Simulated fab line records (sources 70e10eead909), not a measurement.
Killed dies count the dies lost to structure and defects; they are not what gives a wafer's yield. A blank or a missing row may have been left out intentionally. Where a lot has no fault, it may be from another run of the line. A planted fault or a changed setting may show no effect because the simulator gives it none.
fab line records ; flow nand_harc
record lots=5; wafers=15; last_day=33
route steps=1302 shown A_BLC@1125
lots with no fault: from the same line, run without faults
start_h: hours from the record's first day to the start of the lot's first wafer shown ; wait_h: hours since the lot's step before ; " repeats the value in the row above ; L1.1+2: a single row standing in for several wafers ; - no value, or no start given ; * or withheld: withheld ; < > ~ a bound
route shown NAME@n: NAME is a module with steps in the file, n the number in the route of the first one ; usual: mean/standard deviation taken from wafers without a fault ; same: alike in all rows ; chamber/n: place in a boat ; sites: each site's reading ; _std_site: standard deviation across them ; _edge_site: inner sites' mean taken away from outer sites' mean ; radius_mm: how far each site lies from the wafer's centre ; mask NAME#n: copy n ; behind: the last tool/chamber to shape the wafer ; hold: the reason the lot was held/the length of the hold in hours/how it ended ; device: the n, p or np transistor that did not switch ; end of line: at the end of the route, the tests of the same wafers ; a step with no rows: only its recipe ; killed: at the first sort, the dies lost to defects and structure; wafer yield is something else ; map: the dies of a wafer, with x for killed, . for not killed, _ for no die there
set.NAME: the setting the step ran with; set.NAME@STEP: the setting that earlier step ran with ; model.NAME: the simulator's own value behind a step, which no gauge read
a table for each step, a row for each wafer; lots at some steps of the route
services: when a tool's chamber went out of use (start_h, in hours from the record's first day, below 0 if earlier), for how many hours, and the reason
## steps
# step NHARC_A_BLC_STRIP_29
# recipe cf4_flow_sccm=150; ar_flow_sccm=0; bias_w=0; chemistry=CF4
# usual drypump_motor_current_A=5.9/0.41; oes_product_au=1.002/0.0094; rf_vpp_V=59.4/0.86; showerhead_plenum_p_Torr=1.77/0.074; throttle_valve_pct=13.284/0.0093
lot.wafer;tool;chamber;start_h;wait_h;drypump_motor_current_A;oes_product_au;rf_hours_counter_h;rf_vpp_V;showerhead_plenum_p_Torr;throttle_valve_pct
L076.1;rie_diel-06;1;532.19;0.1;5.5;1.001;3;60.5;1.84;13.287
L076.6;rie_diel-06;1;532.19;0.1;5.5;1.001;-;60.1;1.84;13.289
L076.5;rie_diel-06;2;532.19;0.1;6.8;1.014;-;60.2;1.76;13.284
L084.1;rie_diel-04;3;617.71;0.1;5.6;0.989;28;59.9;1.90;13.289
L084.4;rie_diel-04;0;617.71;0.1;6.6;1.020;27;59.3;1.78;13.279
L084.5;rie_diel-04;2;617.71;0.1;5.6;1.005;-;58.4;1.71;13.284
L090.2;rie_diel-08;3;671.76;0.1;6.3;1.005;11;59.5;1.88;13.288
L090.4;rie_diel-08;2;671.76;0.1;5.6;1.003;-;58.4;1.75;13.298
L090.5;rie_diel-08;3;671.76;0.1;6.4;1.014;-;60.1;1.88;13.281
L094.3;rie_diel-08;0;704.38;0.1;5.5;1.012;15;58.0;1.65;13.294
L094.2;rie_diel-08;2;704.38;0.1;5.6;1.010;14;58.0;1.75;13.291
L094.6;rie_diel-08;0;704.38;0.1;5.5;1.003;-;58.2;1.65;13.277
L097.2;rie_diel-08;3;750.30;0.1;6.3;0.992;1;60.1;1.88;13.274
L097.3;rie_diel-08;2;750.30;0.1;5.6;0.998;1;60.3;1.74;13.284
L097.6;rie_diel-08;3;750.30;0.1;6.3;0.990;-;59.3;1.88;13.283
# step NHARC_A_BLC_STRIP_21
# recipe o2_flow_sccm=500; ar_flow_sccm=0; bias_w=0; chemistry=O2
# usual drypump_motor_current_A=5.9/0.42; o2_flow_sccm=500.1/1.6; oes_product_au=1.002/0.0094; rf_vpp_V=57.8/0.88; showerhead_plenum_p_Torr=3.53/0.15; throttle_valve_pct=17.035/0.0094
lot.wafer;tool;chamber;start_h;wait_h;drypump_motor_current_A;o2_flow_sccm;oes_product_au;rf_hours_counter_h;rf_vpp_V;showerhead_plenum_p_Torr;throttle_valve_pct
L076.1;rie_diel-06;1;532.30;0.1;5.5;499.7;1.008;3;58.2;3.67;17.050
L076.6;rie_diel-06;1;532.30;0.1;5.5;501.1;1.002;-;57.2;3.67;17.038
L076.5;rie_diel-06;2;532.30;0.1;6.7;500.7;1.002;-;57.5;3.52;17.055
L084.1;rie_diel-04;2;617.80;0.1;5.6;500.2;1.008;25;57.8;3.42;17.041
L084.4;rie_diel-04;0;617.80;0.1;6.6;499.0;1.014;27;58.2;3.54;17.041
L084.5;rie_diel-04;2;617.80;0.1;5.6;500.9;1.000;-;57.0;3.42;17.038
L090.2;rie_diel-08;2;671.88;0.1;5.6;498.9;0.994;11;57.4;3.48;17.033
L090.4;rie_diel-08;0;671.88;0.1;5.5;500.8;1.000;-;56.5;3.30;17.035
L090.5;rie_diel-08;2;671.88;0.1;5.6;498.1;1.001;-;59.1;3.48;17.036
L094.3;rie_diel-08;0;704.48;0.1;5.5;499.3;0.991;15;58.2;3.29;17.036
L094.2;rie_diel-08;2;704.48;0.1;5.6;499.5;0.995;14;58.3;3.48;17.035
L094.6;rie_diel-08;3;704.48;0.1;6.3;501.5;0.984;-;58.4;3.75;17.024
L097.2;rie_diel-08;3;750.41;0.1;6.3;502.9;0.998;1;58.9;3.75;17.022
L097.3;rie_diel-08;0;750.41;0.1;5.5;501.0;0.990;1;56.5;3.29;17.026
L097.6;rie_diel-08;3;750.41;0.1;6.4;500.2;0.996;-;58.3;3.75;17.040
# step NHARC_A_BLC_STRIP_22
# recipe time_s=600; temp_c=30; chemistry=post_etch_residue_remover
lot.wafer;tool;chamber;start_h;wait_h
L076.6+1+5;wet_bench-07;0,1,3;532.46;-
L084.5+4+1;wet_bench-09;0,2,3;617.96;-
L090.2+4+5;wet_bench-06;2,3,7;672.03;-
L094.6+2+3;wet_bench-06;4,5,6;704.64;-
L097.6+3+2;wet_bench-06;6,7,1;750.56;-
# step NHARC_A_BLC_DEGAS_30
# recipe temp_c=300; time_s=60
# usual heater_power_w=474/44
lot.wafer;tool;chamber;start_h;wait_h;heater_power_w
L076.1;pvd_sputter-02;-;532.75;-;585
L076.6;pvd_sputter-02;-;532.75;-;627
L076.5;pvd_sputter-02;-;532.75;-;419
L084.4;pvd_sputter-02;-;618.22;-;491
L084.1;pvd_sputter-02;-;618.22;-;599
L084.5;pvd_sputter-02;-;618.22;-;474
L090.2;pvd_sputter-03;-;672.30;-;497
L090.4;pvd_sputter-03;-;672.30;-;465
L090.5;pvd_sputter-03;-;672.30;-;488
L094.3;pvd_sputter-01;-;704.90;-;430
L094.2;pvd_sputter-01;-;704.90;-;514
L094.6;pvd_sputter-01;-;704.90;-;438
L097.3;pvd_sputter-03;-;750.83;-;481
L097.2;pvd_sputter-03;-;750.83;-;457
L097.6;pvd_sputter-03;-;750.83;-;475
# step NHARC_A_BLC_PRE_CLEAN_31
# recipe time_s=15; bias_v=250; gas=Ar
lot.wafer;tool;chamber;start_h;wait_h
L076.1+6+5;pvd_sputter-02;-;-;-
L084.4+1+5;pvd_sputter-02;-;-;-
L090.2+4+5;pvd_sputter-03;-;-;-
L094.2+3+6;pvd_sputter-01;-;-;-
L097.2+3+6;pvd_sputter-03;-;-;-
# step NHARC_A_BLC_PVD_32
# recipe target_thk_a=50; chamber_pressure_pa=5; power_w=5000; substrate_temp_c=200; time_s=17.7; material=Ti
# usual substrate_temp_c=200.03/0.17; throttle_valve_pct=30.5/0.91
lot.wafer;tool;chamber;start_h;wait_h;substrate_temp_c;throttle_valve_pct
L076.1;pvd_sputter-02;-;-;-;200.00;31.5
L076.6;pvd_sputter-02;-;-;-;199.92;31.7
L076.5;pvd_sputter-02;-;-;-;200.14;30.3
L084.1;pvd_sputter-02;-;-;-;200.09;29.0
L084.4;pvd_sputter-02;-;-;-;199.98;29.6
L084.5;pvd_sputter-02;-;-;-;199.57;29.3
L090.2;pvd_sputter-03;-;-;-;200.03;30.6
L090.4;pvd_sputter-03;-;-;-;200.03;31.7
L090.5;pvd_sputter-03;-;-;-;200.14;30.4
L094.3;pvd_sputter-01;-;-;-;200.06;29.6
L094.2;pvd_sputter-01;-;-;-;199.79;29.8
L094.6;pvd_sputter-01;-;-;-;200.06;31.7
L097.3;pvd_sputter-03;-;-;-;199.79;30.4
L097.2;pvd_sputter-03;-;-;-;199.85;30.7
L097.6;pvd_sputter-03;-;-;-;199.89;31.3
# step NHARC_A_BLC_ALD_23
# recipe target_thk_a=30; pulse_time_s=1; ald_cycles=150; temp_c=450; material=TiN
# usual heater_power_w=1078/97; precursor_pulse_height_rel=1.003/0.021
lot.wafer;tool;chamber;start_h;wait_h;heater_power_w;precursor_pulse_height_rel
L076.1;ald_metal-03;1;533.10;-;1185;1.007
L076.6;ald_metal-03;3;533.10;-;1183;1.045
L076.5;ald_metal-03;0;533.10;-;873;1.004
L084.1;ald_metal-04;3;618.46;-;1088;0.971
L084.4;ald_metal-04;2;618.46;-;1183;0.965
L084.5;ald_metal-04;3;618.46;-;1086;1.030
L090.2;ald_metal-02;1;672.57;-;1074;1.001
L090.4;ald_metal-02;3;672.57;-;1177;1.004
L090.5;ald_metal-02;1;672.57;-;1054;1.008
L094.3;ald_metal-04;0;705.16;-;1014;0.963
L094.2;ald_metal-04;1;705.16;-;1081;0.989
L094.6;ald_metal-04;0;705.16;-;1025;0.973
L097.3;ald_metal-04;2;751.09;-;1134;1.034
L097.2;ald_metal-04;0;751.09;-;1032;0.994
L097.6;ald_metal-04;1;751.09;-;1076;1.024
# step NHARC_A_BLC_CVD_24
# recipe target_thk_a=1500; temp_c=300; pressure_torr=40; wf6_flow_sccm=40; h2_flow_sccm=1600; ar_flow_sccm=1560; time_s=434; material=W
# usual heater_power_w=474/45; mfc_wf6_sccm=39.98/0.12; throttle_valve_pct=7.87/0.21
lot.wafer;tool;chamber;start_h;wait_h;heater_power_w;mfc_wf6_sccm;throttle_valve_pct
L076.1;cvd_w-01;1;-;-;514;39.97;7.63
L076.5;cvd_w-01;1;-;-;509;40.21;8.04
L076.6;cvd_w-01;0;-;-;462;40.01;8.15
L084.1;cvd_w-02;1;-;-;424;39.81;8.07
L084.4;cvd_w-02;1;-;-;435;39.92;8.06
L084.5;cvd_w-02;0;-;-;529;39.76;7.67
L090.2;cvd_w-01;0;-;-;425;39.94;7.91
L090.4;cvd_w-01;0;-;-;425;39.94;7.68
L090.5;cvd_w-01;0;-;-;427;40.04;7.65
L094.2;cvd_w-01;0;-;-;429;39.95;7.80
L094.3;cvd_w-01;1;-;-;535;39.97;7.96
L094.6;cvd_w-01;0;-;-;421;39.92;7.75
L097.2;cvd_w-02;0;-;-;494;39.77;7.99
L097.3;cvd_w-02;0;-;-;497;39.72;8.13
L097.6;cvd_w-02;0;-;-;508;39.70;8.34
## services
tool;chamber;start_h;hours;kind
pvd_sputter-03;-;525.09;1.0;repair
pvd_sputter-03;-;526.10;10.0;pm
rie_diel-08;-;531.31;2.4;repair
rie_diel-04;-;534.72;9.0;pm
rie_diel-08;-;544.80;9.0;pm
wet_bench-06;-;545.60;8.0;pm
cvd_w-01;-;547.00;13.0;pm
pvd_sputter-03;-;548.23;4.0;repair
pvd_sputter-02;-;566.26;2.7;repair
rie_diel-08;3;568.21;3.0;repair
pvd_sputter-01;-;584.22;10.0;pm
wet_bench-06;-;598.40;1.7;repair
pvd_sputter-01;-;628.54;2.7;repair
rie_diel-08;3;642.71;3.4;repair
pvd_sputter-02;-;646.78;10.0;pm
ald_metal-04;-;652.14;10.0;pm
rie_diel-08;1;669.26;6.4;repair
pvd_sputter-03;-;696.28;2.2;repair
pvd_sputter-03;-;704.16;10.0;pm
wet_bench-06;-;721.60;8.0;pm
rie_diel-08;-;721.80;9.0;pm
cvd_w-01;-;728.00;13.0;pm
pvd_sputter-02;-;732.28;1.7;repair
wet_bench-06;-;748.82;1.2;repair
## key
fault none
